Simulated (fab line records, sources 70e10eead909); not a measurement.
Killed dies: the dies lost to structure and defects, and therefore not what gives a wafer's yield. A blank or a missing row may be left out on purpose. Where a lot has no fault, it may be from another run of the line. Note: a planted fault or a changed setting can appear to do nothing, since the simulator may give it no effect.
fab line records	flow nand-harc
record: lots: 6	wafers: 18	last-day: 24
route steps=1159 shown A_SLIT@803 A_SIN_REMOVE@804 A_WL_FILL@809 END@1159
lots that met no fault: from a run of the same line without faults
start-h: the number of hours between the record's first day and the start of the first shown wafer of the lot	wait-h: time in hours since the lot's previous step	" as in the row above	L1.1+2: one row covering several wafers at once	- no value present, or no start provided	* or withheld: withheld	< > ~ a bound
route shown NAME@n: names a module that has steps shown in the file, with the first one's number in the route	usual: mean and standard deviation over wafers with no fault	same: alike in all rows	chamber/n: place in a boat	sites: readings site by site	_std_site: the values' standard deviation	_edge_site: outer sites' mean less inner sites'	radius-mm: how far each site lies from the wafer's centre	mask NAME#n: copy n	behind: tool/chamber where the wafer was last shaped	hold: why the lot was held/for how many hours/how that ended	device: which transistor (n, p or np) failed to switch	end of line: the same wafers' tests at the end of the route	a step without rows: its recipe alone	killed: dies lost to structure and defects at the first sort, not the wafer's yield	map: shows each die of a wafer: x if killed, . if not, _ if none is there
set.NAME: the run value of the setting; set.NAME@STEP: its run value at that earlier step	model.NAME: the simulator's own value behind a step, which no gauge read
certain route steps with their lots: each step a table, each wafer a row
services: from which hour (start-h, from the record's first day; less than 0 if before it) a tool's chamber was out of use, for how many hours, and why
== steps ==
step: NHARC_A_SLIT_CD_MEAS_21
usual: cd-nm: 289.4/1
lot.wafer	tool	chamber	start-h	wait-h	cd-nm
L864.2	cd-sem-02	-	326.85	-	289.2
L864.4	"	-	"	"	288.7
L864.6	"	-	"	"	289.0
L867.1	cd-sem-03	-	353.91	-	290.2
L867.3	"	-	"	"	290.5
L867.4	"	-	"	"	289.1
L877.1	cd-sem-02	-	425.86	-	288.9
L877.3	"	-	"	"	289.0
L877.6	"	-	"	"	289.4
L881.2	cd-sem-03	-	439.31	-	289.9
L881.5	"	-	"	"	289.7
L881.6	"	-	"	"	289.7
L885.2	cd-sem-03	-	454.49	-	290.3
L885.4	"	-	"	"	290.1
L885.6	"	-	"	"	290.6
L886.3	cd-sem-02	-	464.53	-	289.2
L886.4	"	-	"	"	288.3
L886.6	"	-	"	"	289.0
step: NHARC_A_SIN_REMOVE_WET_00
recipe: temp-c: 160	time-s: 15300	chemistry: H3PO4
step: NHARC_A_SIN_REMOVE_PRECLEAN_01
recipe: time-s: *	temp-c: 50	bath-age-min: 0	chemistry: SC1
step: NHARC_A_SIN_REMOVE_SRD_02
step: NHARC_A_SIN_REMOVE_INSPECT_04
usual: raw-defect-count: 309/83
lot.wafer	tool	chamber	start-h	wait-h	raw-defect-count
L864.2	defect-inspect-02	-	334.36	0.0	293
L864.4	"	-	"	"	227
L864.6	"	-	"	"	298
L867.1	defect-inspect-01	-	361.62	0.0	321
L867.3	"	-	"	"	253
L867.4	"	-	"	"	230
L877.1	defect-inspect-01	-	433.50	0.0	241
L877.3	"	-	"	"	228
L877.6	"	-	"	"	322
L881.2	defect-inspect-01	-	446.99	0.0	281
L881.5	"	-	"	"	264
L881.6	"	-	"	"	280
L885.2	defect-inspect-01	-	460.48	0.0	274
L885.4	"	-	"	"	307
L885.6	"	-	"	"	453
L886.3	defect-inspect-01	-	472.16	0.0	191
L886.4	"	-	"	"	329
L886.6	"	-	"	"	301
step: NHARC_A_WL_FILL_ALD_00
recipe: target-thk-a: 30	pulse-time-s: 3	ald-cycles: 30	temp-c: 300	material: Al2O3
usual: heater-power-w: 473/36	precursor-pulse-height-rel: 1.000/0.021
lot.wafer	tool	chamber	start-h	wait-h	heater-power-w	precursor-pulse-height-rel
L864.2	ald-hk-04	1	334.46	0.1	475	1.017
L864.4	"	2	"	"	467	1.018
L864.6	"	1	"	"	461	0.981
L867.1	ald-hk-01	3	361.76	0.1	515	1.005
L867.3	"	1	"	"	427	0.995
L867.4	"	2	"	"	400	1.021
L877.3	ald-hk-03	3	433.57	0.1	479	0.998
L877.1	"	1	"	"	456	1.015
L877.6	"	0	"	"	536	0.988
L881.2	ald-hk-03	3	447.12	0.1	492	1.000
L881.6	"	1	"	"	462	1.017
L881.5	"	2	"	"	463	0.994
L885.2	ald-hk-03	3	460.54	0.1	481	1.029
L885.4	"	2	"	"	457	0.973
L885.6	"	3	"	"	473	1.031
L886.4	ald-hk-01	0	472.28	0.1	474	1.007
L886.3	"	1	"	"	416	1.003
L886.6	"	3	"	"	535	1.010
step: NHARC_A_WL_FILL_RTA_01
recipe: temp-c: 1000	time-s: 5
usual: lamp-power-pct: 32.7/2.2	wafer_temp_C_max: 1004.1/0.9
lot.wafer	tool	chamber	start-h	wait-h	lamp-power-pct	wafer_temp_C_max
L864.2	rtp-anneal-01	0	334.73	-	29.8	1004.4
L864.4	"	0	"	"	29.8	1004.8
L864.6	"	0	"	"	29.8	1004.3
L867.1	rtp-anneal-01	0	362.03	-	29.8	1003.8
L867.3	"	0	"	"	29.7	1004.5
L867.4	"	0	"	"	29.8	1007.7
L877.1	rtp-anneal-02	0	433.93	-	34.3	1004.7
L877.3	"	0	"	"	34.3	1004.2
L877.6	"	0	"	"	34.3	1004.0
L881.2	rtp-anneal-02	0	447.36	-	34.5	1004.2
L881.5	"	0	"	"	34.4	1002.7
L881.6	"	0	"	"	34.4	1003.1
L885.2	rtp-anneal-01	0	460.83	-	29.8	1004.7
L885.4	"	0	"	"	29.7	1003.3
L885.6	"	0	"	"	29.7	1003.5
L886.3	rtp-anneal-01	0	472.55	-	29.8	1005.6
L886.4	"	0	"	"	29.8	1003.8
L886.6	"	0	"	"	29.8	1003.4
step: NHARC_A_WL_FILL_ALD_02
recipe: target-thk-a: 20	pulse-time-s: 3	ald-cycles: 100	temp-c: 450	material: TiN
step: NHARC_A_WL_FILL_CVD_03
recipe: target-thk-a: 400	temp-c: 300	pressure-torr: 40	wf6-flow-sccm: 40	h2-flow-sccm: 1600	ar-flow-sccm: 1560	time-s: 3302	material: W
usual: heater-power-w: 466/11	throttle-valve-pct: 7.97/0.28
lot.wafer	tool	chamber	start-h	wait-h	heater-power-w	throttle-valve-pct
L864.2	cvd-w-02	1	339.02	3.7	459	8.36
L864.4	"	0	340.46	5.2	495	7.58
L864.6	"	0	"	"	492	7.50
L867.1	cvd-w-02	1	363.75	1.1	465	8.48
L867.3	"	1	"	"	466	8.35
L867.4	"	0	"	"	476	7.61
L877.1	cvd-w-02	0	435.05	0.5	477	8.02
L877.3	"	0	"	"	488	7.99
L877.6	"	0	"	"	480	8.01
L881.2	cvd-w-01	0	447.99	0.1	463	7.83
L881.6	"	0	449.88	1.9	473	8.25
L881.5	"	1	"	"	463	7.63
L885.2	cvd-w-02	1	461.46	0.1	462	8.27
L885.4	"	1	"	"	462	8.25
L885.6	"	0	463.85	2.4	478	8.06
L886.4	cvd-w-02	1	474.37	1.3	466	8.19
L886.3	"	0	"	"	474	8.12
L886.6	"	0	"	"	471	7.66
step: NHARC_A_WL_FILL_ETCHBACK_04
recipe: target-depth-a: 600	time-s: 120	chemistry: NF3
usual: drypump-motor-current-A: 5.8/0.45	oes-product-au: 1.000/0.011	run-length-s: 141.4/0.36
lot.wafer	tool	chamber	start-h	wait-h	drypump-motor-current-A	oes-product-au	rf-hours-counter-h	run-length-s
L864.2	rie-metal-01	0	342.42	2.9	5.2	0.992	0.0	141.5
L864.4	"	0	"	"	5.2	0.982	-	141.3
L864.6	"	1	"	"	5.7	0.998	-	141.4
L867.1	rie-metal-01	1	367.12	2.9	5.7	1.006	0.5	141.6
L867.3	"	0	"	"	5.2	0.997	-	141.5
L867.4	"	1	"	"	5.7	1.006	-	141.9
L877.1	rie-metal-03	0	437.94	2.4	6.5	1.022	3.7	141.5
L877.3	"	1	"	"	5.3	0.994	-	141.6
L877.6	"	1	"	"	5.4	1.003	-	141.7
L881.2	rie-metal-03	0	451.32	2.9	6.5	1.013	4.4	141.0
L881.5	"	0	"	"	6.5	1.021	-	141.7
L881.6	"	1	"	"	5.4	0.990	-	141.7
L885.2	rie-metal-02	0	464.87	2.9	5.6	0.989	2.1	140.9
L885.4	"	0	"	"	5.6	0.985	-	140.6
L885.6	"	1	"	"	6.2	0.989	-	141.5
L886.4	rie-metal-03	0	476.80	2.0	6.5	1.009	-	141.1
L886.3	"	1	"	"	5.4	0.986	-	141.6
L886.6	"	0	"	"	6.5	1.015	-	141.0
step: NHARC_A_WL_FILL_ETCHBACK_05
recipe: target-depth-a: 220	time-s: 60	temp-c: 40	chemistry: Cl2/BCl3
usual: drypump-motor-current-A: 5.8/0.44	oes-product-au: 0.999/0.0098	run-length-s: 81.4/0.38
lot.wafer	tool	chamber	start-h	wait-h	drypump-motor-current-A	oes-product-au	rf-hours-counter-h	run-length-s
L864.2	rie-metal-01	1	342.63	0.2	5.7	1.011	0.1	81.1
L864.4	"	0	"	"	5.2	0.999	-	81.6
L864.6	"	0	"	"	5.2	0.995	-	81.6
L867.1	rie-metal-01	1	367.34	0.2	5.7	0.999	0.7	81.1
L867.4	"	0	"	"	5.2	1.003	-	81.4
L867.3	"	1	"	"	5.6	1.004	-	81.5
L877.1	rie-metal-03	0	438.15	0.2	6.5	1.016	3.8	81.2
L877.3	"	0	"	"	6.5	1.007	-	81.2
L877.6	"	0	"	"	6.5	1.016	-	81.4
L881.2	rie-metal-03	1	451.57	0.2	5.4	0.988	4.5	82.0
L881.5	"	0	"	"	6.5	1.009	-	91.3
L881.6	"	1	"	"	5.3	0.988	-	81.6
L885.2	rie-metal-02	1	465.07	0.2	6.2	0.997	2.3	81.7
L885.4	"	1	"	"	6.2	0.992	-	82.0
L885.6	"	1	"	"	6.2	0.990	-	81.1
L886.3	rie-metal-03	1	477.00	0.1	5.4	0.981	-	81.9
L886.4	"	0	"	"	6.5	1.014	-	91.2
L886.6	"	0	"	"	6.5	0.999	-	91.1
step: NHARC_A_WL_FILL_STRIP_27
recipe: power-w: 1500	temp-c: 250	time-s: 20	chemistry: N2/H2
usual: drypump-motor-current-A: 6.00/0.23	heater-power-w: 347/20	rf-refl-power-W: 18/6.1
lot.wafer	tool	chamber	start-h	wait-h	drypump-motor-current-A	heater-power-w	rf-hours-counter-h	rf-refl-power-W
L864.2	plasma-asher-02	1	342.78	0.1	5.65	324	52	28
L864.4	"	0	"	"	6.12	377	-	27
L864.6	"	0	"	"	6.11	374	-	27
L867.1	plasma-asher-01	1	367.96	0.6	6.24	334	28	16
L867.4	"	0	"	"	5.89	348	-	13
L867.3	"	1	"	"	6.23	337	-	16
L877.1	plasma-asher-01	1	438.29	0.1	6.25	330	54	17
L877.3	"	1	"	"	6.21	339	-	17
L877.6	"	0	"	"	5.88	337	-	12
L881.2	plasma-asher-02	1	451.70	0.1	5.67	332	29	29
L881.5	"	1	"	"	5.65	334	-	28
L881.6	"	0	"	"	6.11	395	-	27
L885.2	plasma-asher-01	1	465.21	0.1	6.26	339	1	16
L885.4	"	0	"	"	5.85	334	-	12
L885.6	"	1	"	"	6.27	341	-	15
L886.4	plasma-asher-01	0	477.26	-	5.87	329	-	13
L886.3	"	1	"	"	6.24	350	-	16
L886.6	"	0	"	"	5.89	334	-	13
step: NHARC_END_SORT_01
recipe: temp-c: 25
usual: killed-at-array: 24/8.8	killed-at-other: 0.7/0.99	killed-at-periphery: 3.5/2.6	killed-dies: 28/9.3	killed-open: 3.2/1.7	killed-short: 1.7/1.4
same: gross-dies: 677
lot.wafer	tool	chamber	start-h	wait-h	killed-at-array	killed-at-other	killed-at-periphery	killed-dies	killed-open	killed-short
L864.2	prober-02	0	456.60	2.8	19	0	3	22	3	3
L864.4	prober-02	0	458.17	3.3	28	0	8	36	3	3
L864.6	prober-02	0	459.74	3.9	14	0	11	25	2	0
L867.1	prober-02	0	464.83	2.5	24	0	6	30	4	0
L867.3	prober-02	0	466.42	3.1	27	0	8	35	6	2
L867.4	prober-02	0	467.21	3.4	16	0	7	23	2	1
L877.1	prober-01	0	543.68	2.5	20	1	4	25	4	2
L877.3	prober-01	0	545.26	3.1	34	2	3	39	2	4
L877.6	prober-01	0	547.64	4.0	36	1	2	39	2	3
L881.2	prober-01	0	555.20	2.8	40	6	2	48	2	1
L881.5	prober-01	0	557.62	3.7	33	0	2	35	4	0
L881.6	prober-01	0	558.42	4.0	36	0	3	39	6	1
L886.3	prober-02	0	580.58	3.1	22	0	8	30	2	1
L886.4	prober-02	0	581.38	3.4	26	2	6	34	2	0
L886.6	prober-02	0	582.97	4.0	18	0	10	28	3	2
L885.2	prober-01	0	582.61	2.8	24	1	1	26	4	0
L885.4	prober-01	0	584.21	3.4	16	0	4	20	3	3
L885.6	prober-01	0	585.81	4.0	21	0	3	24	3	0
killed by level:class
L864.2 A_SLIT:chamber-film-flake=6 A_CONTACT:chamber-film-flake=5 A_CHANNEL_FILL_D1:geometric-particle:open=2 A_CHANNEL_FILL_D1:geometric-particle:short=2 P_CONTACT:chamber-film-flake=2 A_CONTACT:geometric-particle:open=1 A_BLC:geometric-particle:short=1 P_STI:chamber-film-flake=1
L864.4 A_SLIT:chamber-film-flake=12 P_CONTACT:chamber-film-flake=4 A_CHANNEL_HOLE_D1:chamber-film-flake=4 A_CONTACT:chamber-film-flake=4 P_GATE:chamber-film-flake=3 A_ONON_D1:geometric-particle:short=2 A_ONON_D1:geometric-particle:open=1 A_CHANNEL_HOLE_D1:geometric-particle:short=1
L864.6 P_CONTACT:chamber-film-flake=9 A_CONTACT:chamber-film-flake=4 A_SLIT:chamber-film-flake=3 A_CHANNEL_HOLE_D1:chamber-film-flake=3 A_STAIRCASE:chamber-film-flake=2 P_M0:geometric-particle:open=1 A_WL_FILL:geometric-particle:open=1 P_STI:chamber-film-flake=1
L867.1 A_CHANNEL_HOLE_D1:chamber-film-flake=18 P_CONTACT:chamber-film-flake=4 A_CHANNEL_FILL_D1:geometric-particle:open=2 P_GATE:geometric-particle:open=1 A_BLC:geometric-particle:open=1 P_GATE:chamber-film-flake=1 A_SLIT:chamber-film-flake=1 A_WL_FILL:chamber-film-flake=1
L867.3 A_CHANNEL_HOLE_D1:chamber-film-flake=9 A_STAIRCASE:chamber-film-flake=6 P_CONTACT:chamber-film-flake=5 A_ZERO_WELL:chamber-film-flake=4 P_M1:geometric-particle:open=2 A_CHANNEL_FILL_D1:geometric-particle:open=2 A_SOURCE_PLATE:geometric-particle:short=1 A_ONON_D1:geometric-particle:open=1
L867.4 A_CHANNEL_HOLE_D1:chamber-film-flake=12 P_CONTACT:chamber-film-flake=4 A_CONTACT:chamber-film-flake=2 P_CONTACT:geometric-particle:open=1 P_M0:geometric-particle:open=1 A_CHANNEL_FILL_D1:geometric-particle:short=1 P_GATE:chamber-film-flake=1 A_STAIRCASE:chamber-film-flake=1
L877.1 A_CHANNEL_HOLE_D1:chamber-film-flake=14 P_CONTACT:geometric-particle:open=2 P_GATE:chamber-film-flake=2 A_CHANNEL_HOLE_D1:geometric-particle:open=1 A_CHANNEL_FILL_D1:geometric-particle:short=1 A_SGD_CUT:geometric-particle:open=1 A_CONTACT:geometric-particle:short=1 A_ZERO_WELL:chamber-film-flake=1
L877.3 A_CHANNEL_HOLE_D1:chamber-film-flake=19 A_CONTACT:chamber-film-flake=5 A_STAIRCASE:chamber-film-flake=3 A_BLC:chamber-film-flake=3 P_CONTACT:geometric-particle:short=1 P_M2:geometric-particle:short=1 A_CHANNEL_HOLE_D1:geometric-particle:open=1 A_WL_FILL:geometric-particle:open=1
L877.6 A_CHANNEL_HOLE_D1:chamber-film-flake=20 A_CONTACT:chamber-film-flake=8 A_BLC:chamber-film-flake=3 A_ONON_D1:geometric-particle:open=1 A_CHANNEL_FILL_D1:geometric-particle:open=1 A_STAIRCASE:geometric-particle:short=1 A_SGD_CUT:geometric-particle:short=1 A_WL_FILL:geometric-particle:short=1
L881.2 A_CHANNEL_HOLE_D1:chamber-film-flake=18 A_BONDPAD:chamber-film-flake=7 A_CONTACT:chamber-film-flake=6 THIN_TSV:chamber-film-flake=6 A_ZERO_WELL:chamber-film-flake=4 A_STAIRCASE:chamber-film-flake=4 P_M0:geometric-particle:short=1 P_M0:geometric-particle:open=1
L881.5 A_CHANNEL_HOLE_D1:chamber-film-flake=17 A_BONDPAD:chamber-film-flake=6 A_CONTACT:chamber-film-flake=5 A_ZERO_WELL:chamber-film-flake=2 P_GATE:geometric-particle:open=1 P_M0:geometric-particle:open=1 A_WL_FILL:geometric-particle:open=1 A_CONTACT:geometric-particle:open=1
L881.6 A_CHANNEL_HOLE_D1:chamber-film-flake=15 A_CONTACT:chamber-film-flake=5 A_BONDPAD:chamber-film-flake=5 A_M0:geometric-particle:open=2 A_SLIT:chamber-film-flake=2 A_WL_FILL:chamber-film-flake=2 P_M0:geometric-particle:open=1 A_ONON_D1:geometric-particle:short=1
L886.3 A_SLIT:chamber-film-flake=15 P_STI:chamber-film-flake=6 P_ZERO_WELL:chamber-film-flake=2 A_CHANNEL_HOLE_D1:chamber-film-flake=2 A_STAIRCASE:chamber-film-flake=2 A_WL_FILL:geometric-particle:short=1 A_BLC:geometric-particle:open=1 A_M0:geometric-particle:open=1
L886.4 A_SLIT:chamber-film-flake=13 A_CHANNEL_HOLE_D1:chamber-film-flake=7 P_STI:chamber-film-flake=4 A_STAIRCASE:chamber-film-flake=4 THIN_TSV:chamber-film-flake=2 P_GATE:geometric-particle:open=1 A_CHANNEL_FILL_D1:geometric-particle:open=1 P_M1:chamber-film-flake=1
L885.2 A_CHANNEL_HOLE_D1:chamber-film-flake=9 A_CONTACT:chamber-film-flake=8 A_STAIRCASE:chamber-film-flake=3 A_ONON_D1:geometric-particle:open=1 A_SGD_CUT:geometric-particle:open=1 A_WL_FILL:geometric-particle:open=1 STARTING-WAFER:geometric-particle:open=1 P_ZERO_WELL:chamber-film-flake=1
L886.6 A_SLIT:chamber-film-flake=6 A_STAIRCASE:chamber-film-flake=6 P_STI:chamber-film-flake=5 A_CHANNEL_HOLE_D1:chamber-film-flake=3 P_GATE:geometric-particle:short=1 P_GATE:geometric-particle:open=1 P_M0:geometric-particle:short=1 A_SOURCE_PLATE:geometric-particle:open=1
L885.4 A_CONTACT:chamber-film-flake=5 P_ZERO_WELL:chamber-film-flake=3 A_CHANNEL_HOLE_D1:chamber-film-flake=3 A_STAIRCASE:chamber-film-flake=3 A_WL_FILL:geometric-particle:short=2 P_CONTACT:geometric-particle:open=1 A_SOURCE_PLATE:geometric-particle:open=1 A_SOURCE_PLATE:geometric-particle:short=1
L885.6 A_CHANNEL_HOLE_D1:chamber-film-flake=10 A_CONTACT:chamber-film-flake=6 A_STAIRCASE:chamber-film-flake=4 P_GATE:geometric-particle:open=1 P_M1:geometric-particle:open=1 A_CHANNEL_FILL_D1:geometric-particle:open=1 P_ZERO_WELL:chamber-film-flake=1
== services ==
tool	chamber	start-h	hours	kind
rie-metal-01	-	332.00	9.0	pm
plasma-asher-02	-	332.86	4.0	repair
rie-metal-01	-	356.09	1.7	repair
plasma-asher-02	-	360.00	9.0	pm
ald-hk-04	-	365.33	10.0	pm
rie-metal-01	0	370.17	19.6	repair
plasma-asher-02	-	373.99	3.7	repair
rie-metal-02	-	377.56	0.6	repair
cvd-w-02	-	381.40	13.0	pm
cvd-w-02	0	381.40	13.0	vent-cycle
cvd-w-02	1	381.40	13.0	vent-cycle
rie-metal-02	-	388.00	9.0	pm
cvd-w-02	0	394.40	-	clean
plasma-asher-01	-	396.06	0.7	repair
ald-hk-01	-	407.71	10.0	pm
rie-metal-01	1	446.36	63.5	repair
rie-metal-03	1	452.28	6.8	repair
rie-metal-03	-	453.00	9.0	pm
rie-metal-03	0	453.00	9.0	vent-cycle
plasma-asher-01	-	453.58	9.0	pm
rie-metal-03	0	462.00	-	clean
rie-metal-03	1	462.00	-	clean
ald-hk-03	-	469.20	1.1	repair
cvd-w-01	-	477.09	13.0	pm
== key ==
first-sign: step: NHARC_A_WL_FILL_ETCHBACK_05	reading: run-length-s	direction: up	sigmas: 26	usual: *	struck: *
effect none on later readings
met-at NHARC_A_WL_FILL_ETCHBACK_05
struck-wafers L881.5,L886.4,L886.6
tester-left-out L881,L886
onset-between 438.15 451.57
fault: kind: process-parameter-drift	tool: rie-metal-03	chamber: 0	onset-h: 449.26	steps: NHARC_A_WL_FILL_ETCHBACK_05	channel: time-s	offset: *	shape: step	end-h: 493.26	acts-in: *	stated: *
tester-left-out: of these lots the tester's yield and bins aren't shown, on N5 and GAA mostly nor the transistor test; their killed dies are dies lost to structure and defects alone, not to doping, threshold or leakage, so they don't give the yield
